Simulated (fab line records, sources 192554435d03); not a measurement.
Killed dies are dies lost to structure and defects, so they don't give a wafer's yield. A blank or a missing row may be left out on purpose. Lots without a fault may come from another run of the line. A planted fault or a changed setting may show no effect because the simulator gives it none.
Which tool did it? | flow n5_finfet | 11 lots, 30 wafers sampled, at 1 step of a route of 1938

WHAT THE GAUGES READ, wafer by wafer
N5_BEOL_M6_CD_MEAS_28: target cd 40 nm.
lot  | measured     | on        | cd_nm (nm)
L158 | day 9 12:08  | cd_sem-01 | 40.14 39.63 40.09
L160 | day 9 21:17  | cd_sem-01 | 40.17 39.77 39.61
L161 | day 10 03:17 | cd_sem-03 | 39.68 39.41 39.63
L163 | day 10 17:15 | cd_sem-01 | 40.20 39.89 40.32
L168 | day 11 04:02 | cd_sem-03 | 40.11 40.04 40.01
L167 | day 11 23:32 | cd_sem-02 | 39.78 39.26
L171 | day 12 02:05 | cd_sem-02 | 40.02 39.99
L172 | day 12 16:12 | cd_sem-02 | 40.11 40.20 40.40
L173 | day 13 06:19 | cd_sem-02 | 40.13 40.32
L175 | day 13 18:44 | cd_sem-01 | 39.78 40.03 39.86
L180 | day 15 04:23 | cd_sem-01 | 39.90 40.00 40.01

WHICH TOOL RAN EACH LOT (tool, then ch and the chambers of the sampled wafers, then the start)
The record holds no process step before these readings.

THE ANSWER, worked out from the rows above alone
Rule: what is usual is taken from the lots themselves. Put in order of their means at a reading, lots are off if they are a third of the lots or fewer, leave a main group of 4 or more, and stand apart from it by a gap of 3 or more times the standard deviation of the main group's means; of several such gaps the widest counts. A main group whose means are all the same, to the digits that the tables above print for the reading, isn't used. A lot without any number at a reading at which 4 lots or more have one is off too. The other lots that the step has rows for count as sound.
No lot is off at any reading shown: from this, nothing can be told.

WHAT THE SIMULATOR HAD PUT IN
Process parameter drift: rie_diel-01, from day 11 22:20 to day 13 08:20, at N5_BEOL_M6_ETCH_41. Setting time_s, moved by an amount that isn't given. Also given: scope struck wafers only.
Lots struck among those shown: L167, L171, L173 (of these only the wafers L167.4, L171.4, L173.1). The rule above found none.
